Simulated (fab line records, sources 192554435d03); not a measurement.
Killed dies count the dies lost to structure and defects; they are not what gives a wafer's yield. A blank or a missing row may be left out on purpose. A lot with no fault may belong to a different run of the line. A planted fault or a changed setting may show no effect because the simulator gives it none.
Which tool did it? || flow n5_finfet || 12 lots with 36 wafers sampled at 3 steps, on a route of 1938 steps

## WHAT EACH GAUGE READ, for each wafer
N5_BEOL_M8_RS_MEAS_57: the measuring method here is four-point-probe. Usual: M8_RS 0.287 ohm/sq, standard deviation 0.0074.
{"lot": "L390", "measured": "day 9 19:31", "on": "film_metro-01", "M8_RS (ohm/sq)": "0.295 0.293 0.307", "flag": ""}
{"lot": "L391", "measured": "day 9 22:25", "on": "film_metro-01", "M8_RS (ohm/sq)": "0.289 0.286 0.289", "flag": ""}
{"lot": "L400", "measured": "day 12 06:00", "on": "film_metro-02", "M8_RS (ohm/sq)": "0.289 0.287 0.297", "flag": ""}
{"lot": "L401", "measured": "day 12 12:43", "on": "film_metro-02", "M8_RS (ohm/sq)": "0.279 0.287 0.292", "flag": ""}
{"lot": "L403", "measured": "day 12 19:52", "on": "film_metro-01", "M8_RS (ohm/sq)": "0.283 0.289 0.288", "flag": ""}
{"lot": "L402", "measured": "day 13 04:58", "on": "film_metro-01", "M8_RS (ohm/sq)": "0.306 0.286 0.291", "flag": ""}
{"lot": "L407", "measured": "day 14 20:34", "on": "film_metro-01", "M8_RS (ohm/sq)": "0.284 0.288 0.290", "flag": ""}
{"lot": "L408", "measured": "day 14 20:59", "on": "film_metro-02", "M8_RS (ohm/sq)": "0.287 0.284 0.287", "flag": ""}
{"lot": "L412", "measured": "day 14 21:20", "on": "film_metro-02", "M8_RS (ohm/sq)": "0.282 0.289 0.286", "flag": ""}
{"lot": "L409", "measured": "day 14 22:49", "on": "film_metro-01", "M8_RS (ohm/sq)": "0.292 0.288 0.286", "flag": ""}
{"lot": "L410", "measured": "day 15 04:36", "on": "film_metro-02", "M8_RS (ohm/sq)": "0.266 0.284 0.282", "flag": ""}
{"lot": "L411", "measured": "day 15 22:26", "on": "film_metro-02", "M8_RS (ohm/sq)": "0.280 0.280 0.281", "flag": ""}

## TOOL THAT RAN EACH LOT (tool first, then ch and the chambers of the sampled wafers, then the start)
{"lot": "L390", "N5_BEOL_M8_PRE_CLEAN_45": "pvd_sputter-02, day 9 16:28", "N5_BEOL_M8_SPUTTER_48": "pvd_sputter-01, day 9 17:31"}
{"lot": "L391", "N5_BEOL_M8_PRE_CLEAN_45": "pvd_sputter-02, day 9 20:35", "N5_BEOL_M8_SPUTTER_48": "pvd_sputter-01, day 9 21:29"}
{"lot": "L400", "N5_BEOL_M8_PRE_CLEAN_45": "pvd_sputter-01, day 12 04:10", "N5_BEOL_M8_SPUTTER_48": "pvd_sputter-02, day 12 04:52"}
{"lot": "L401", "N5_BEOL_M8_PRE_CLEAN_45": "pvd_sputter-01, day 12 09:17", "N5_BEOL_M8_SPUTTER_48": "pvd_sputter-01, day 12 10:01"}
{"lot": "L403", "N5_BEOL_M8_PRE_CLEAN_45": "pvd_sputter-03, day 12 18:25", "N5_BEOL_M8_SPUTTER_48": "pvd_sputter-01, day 12 18:56"}
{"lot": "L402", "N5_BEOL_M8_PRE_CLEAN_45": "pvd_sputter-03, day 13 03:27", "N5_BEOL_M8_SPUTTER_48": "pvd_sputter-03, day 13 04:02"}
{"lot": "L407", "N5_BEOL_M8_PRE_CLEAN_45": "pvd_sputter-01, day 14 18:28", "N5_BEOL_M8_SPUTTER_48": "pvd_sputter-01, day 14 19:37"}
{"lot": "L408", "N5_BEOL_M8_PRE_CLEAN_45": "pvd_sputter-01, day 14 18:48", "N5_BEOL_M8_SPUTTER_48": "pvd_sputter-01, day 14 20:02"}
{"lot": "L412", "N5_BEOL_M8_PRE_CLEAN_45": "pvd_sputter-01, day 14 19:30", "N5_BEOL_M8_SPUTTER_48": "pvd_sputter-01, day 14 20:24"}
{"lot": "L409", "N5_BEOL_M8_PRE_CLEAN_45": "pvd_sputter-03, day 14 20:32", "N5_BEOL_M8_SPUTTER_48": "pvd_sputter-03, day 14 21:29"}
{"lot": "L410", "N5_BEOL_M8_PRE_CLEAN_45": "pvd_sputter-02, day 15 02:52", "N5_BEOL_M8_SPUTTER_48": "pvd_sputter-01, day 15 03:40"}
{"lot": "L411", "N5_BEOL_M8_PRE_CLEAN_45": "pvd_sputter-02, day 15 20:48", "N5_BEOL_M8_SPUTTER_48": "pvd_sputter-01, day 15 21:23"}
- N5_BEOL_M8_PRE_CLEAN_45: time 30 s.
- N5_BEOL_M8_SPUTTER_48: material Cu, target thk 10 nm, time 1.667 s.

## WHAT THE TOOLS THEMSELVES READ (means of the sampled wafers that have a number; where no wafer has one, the mark that the record gives instead)
N5_BEOL_M8_PRE_CLEAN_45. Usual: heater_power_w reads 347 W (standard deviation 29).
{"lot": "L390", "tool": "pvd_sputter-02", "heater_power_w (W)": 340, "flag": ""}
{"lot": "L391", "tool": "pvd_sputter-02", "heater_power_w (W)": 333, "flag": ""}
{"lot": "L400", "tool": "pvd_sputter-01", "heater_power_w (W)": 375, "flag": ""}
{"lot": "L401", "tool": "pvd_sputter-01", "heater_power_w (W)": 362, "flag": ""}
{"lot": "L403", "tool": "pvd_sputter-03", "heater_power_w (W)": 330, "flag": ""}
{"lot": "L402", "tool": "pvd_sputter-03", "heater_power_w (W)": 359, "flag": ""}
{"lot": "L407", "tool": "pvd_sputter-01", "heater_power_w (W)": 370, "flag": ""}
{"lot": "L408", "tool": "pvd_sputter-01", "heater_power_w (W)": 382, "flag": ""}
{"lot": "L412", "tool": "pvd_sputter-01", "heater_power_w (W)": 356, "flag": ""}
{"lot": "L409", "tool": "pvd_sputter-03", "heater_power_w (W)": 337, "flag": ""}
{"lot": "L410", "tool": "pvd_sputter-02", "heater_power_w (W)": 342, "flag": ""}
{"lot": "L411", "tool": "pvd_sputter-02", "heater_power_w (W)": 336, "flag": ""}

N5_BEOL_M8_SPUTTER_48. Usual: throttle_valve_pct reads 30.0 % (standard deviation 1.1).
{"lot": "L390", "tool": "pvd_sputter-01", "throttle_valve_pct (%)": 30.0, "flag": ""}
{"lot": "L391", "tool": "pvd_sputter-01", "throttle_valve_pct (%)": 29.9, "flag": ""}
{"lot": "L400", "tool": "pvd_sputter-02", "throttle_valve_pct (%)": 31.0, "flag": ""}
{"lot": "L401", "tool": "pvd_sputter-01", "throttle_valve_pct (%)": 29.7, "flag": ""}
{"lot": "L403", "tool": "pvd_sputter-01", "throttle_valve_pct (%)": 29.9, "flag": ""}
{"lot": "L402", "tool": "pvd_sputter-03", "throttle_valve_pct (%)": 31.6, "flag": ""}
{"lot": "L407", "tool": "pvd_sputter-01", "throttle_valve_pct (%)": 29.7, "flag": ""}
{"lot": "L408", "tool": "pvd_sputter-01", "throttle_valve_pct (%)": 29.7, "flag": ""}
{"lot": "L412", "tool": "pvd_sputter-01", "throttle_valve_pct (%)": 29.5, "flag": ""}
{"lot": "L409", "tool": "pvd_sputter-03", "throttle_valve_pct (%)": 30.6, "flag": ""}
{"lot": "L410", "tool": "pvd_sputter-01", "throttle_valve_pct (%)": 29.7, "flag": ""}
{"lot": "L411", "tool": "pvd_sputter-01", "throttle_valve_pct (%)": 29.1, "flag": ""}

## THE ANSWER, worked out from the rows above alone
Rule: lot off if the mean of its wafers having a number is beyond 3 standard deviations from the usual mean. A lot without any number at a reading at which 4 lots or more have one is off too. The other lots that the step has rows for count as sound. First the gauges in route order, then the tools' own readings, where a lot's mean is used as printed above. The first step at which some lot is off is used, and at that step the reading that is off furthest; a lot without a number counts as furthest.
No lot is off at any reading shown: from this, nothing can be told.

## WHAT WAS PUT IN BY THE SIMULATOR
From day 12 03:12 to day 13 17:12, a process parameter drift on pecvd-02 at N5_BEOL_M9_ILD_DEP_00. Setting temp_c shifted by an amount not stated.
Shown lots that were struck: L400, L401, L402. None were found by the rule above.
